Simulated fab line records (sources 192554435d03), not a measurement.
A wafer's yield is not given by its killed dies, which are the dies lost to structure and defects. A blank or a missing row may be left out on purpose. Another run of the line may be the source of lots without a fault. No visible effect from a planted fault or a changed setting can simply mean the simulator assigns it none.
The tool behind it: which one? ; flow n5-finfet ; 30 wafers from 11 lots sampled at 3 of the route's 1938 steps

## WHAT THE GAUGES READ, wafer by wafer
N5_PASSIVATION_CD_MEAS_44: the cd target is 40000 nm.
lot;measured;on;cd-nm (nm)
L953;day 13 08:47;cd-sem-02;39995 39995 39998
L960;day 14 15:07;cd-sem-03;39990 39993 39994
L957;day 14 15:28;cd-sem-03;39999 39994 39995
L963;day 16 01:53;cd-sem-03;39994 39996 39998
L964;day 16 05:42;cd-sem-02;39999 39996 40001
L962;day 16 07:01;cd-sem-03;39978 39976
L966;day 16 10:08;cd-sem-02;39996 39982
L968;day 16 13:56;cd-sem-02;39995 39978
L969;day 16 17:27;cd-sem-03;39996 39999 40002
L974;day 18 17:49;cd-sem-03;39998 40000 39998
L975;day 19 12:59;cd-sem-03;40000 40003 39999

## TOOL THAT RAN EACH LOT (tool first, then ch and the chambers of the sampled wafers, then the start)
lot;N5_PASSIVATION_STRIP_14;N5_PASSIVATION_PEB_42
L953;rie-diel-04 ch 1,2,3, day 13 05:52;litho-track-01 ch 0, day 13 08:40
L960;rie-diel-04 ch 0,1, day 14 11:58;litho-track-01 ch 0, day 14 15:00
L957;rie-diel-04 ch 0,2,3, day 14 12:26;litho-track-03 ch 0, day 14 15:21
L963;rie-diel-05 ch 0,3, day 15 22:32;litho-track-01 ch 0, day 16 01:46
L964;rie-diel-03 ch 1,3, day 16 02:33;litho-track-03 ch 0, day 16 05:35
L962;rie-diel-05 ch 1,2, day 16 02:35;litho-track-01 ch 0, day 16 06:54
L966;rie-diel-03 ch 1,2, day 16 06:57;litho-track-01 ch 0, day 16 10:01
L968;rie-diel-03 ch 3, day 16 10:43;litho-track-01 ch 0, day 16 13:49
L969;rie-diel-04 ch 0,1, day 16 14:34;litho-track-03 ch 0, day 16 17:20
L974;rie-diel-03 ch 0,1, day 18 14:17;litho-track-04 ch 0, day 18 17:42
L975;rie-diel-05 ch 0,2,3, day 19 09:53;litho-track-03 ch 0, day 19 12:52
- N5_PASSIVATION_STRIP_14: strips in O2.
- N5_PASSIVATION_PEB_42

## THE ANSWER, worked out from the rows above alone
Rule: usual is defined by the lots themselves. The widest of any qualifying gaps counts: lots, ordered by their means at a reading, are off when they make up no more than a third of the lots, leave a main group of 4 or more, and stand apart from it by 3 or more times the standard deviation of that group's means. Not used: any main group whose means are identical at the precision the tables above print for the reading. A lot without any number at a reading at which 4 lots or more have one is off too. Where the step has rows for the other lots, those lots are counted as sound.
No lot is off on any of the readings shown, so nothing can be concluded from this.

## WHAT HAD BEEN PUT IN BY THE SIMULATOR
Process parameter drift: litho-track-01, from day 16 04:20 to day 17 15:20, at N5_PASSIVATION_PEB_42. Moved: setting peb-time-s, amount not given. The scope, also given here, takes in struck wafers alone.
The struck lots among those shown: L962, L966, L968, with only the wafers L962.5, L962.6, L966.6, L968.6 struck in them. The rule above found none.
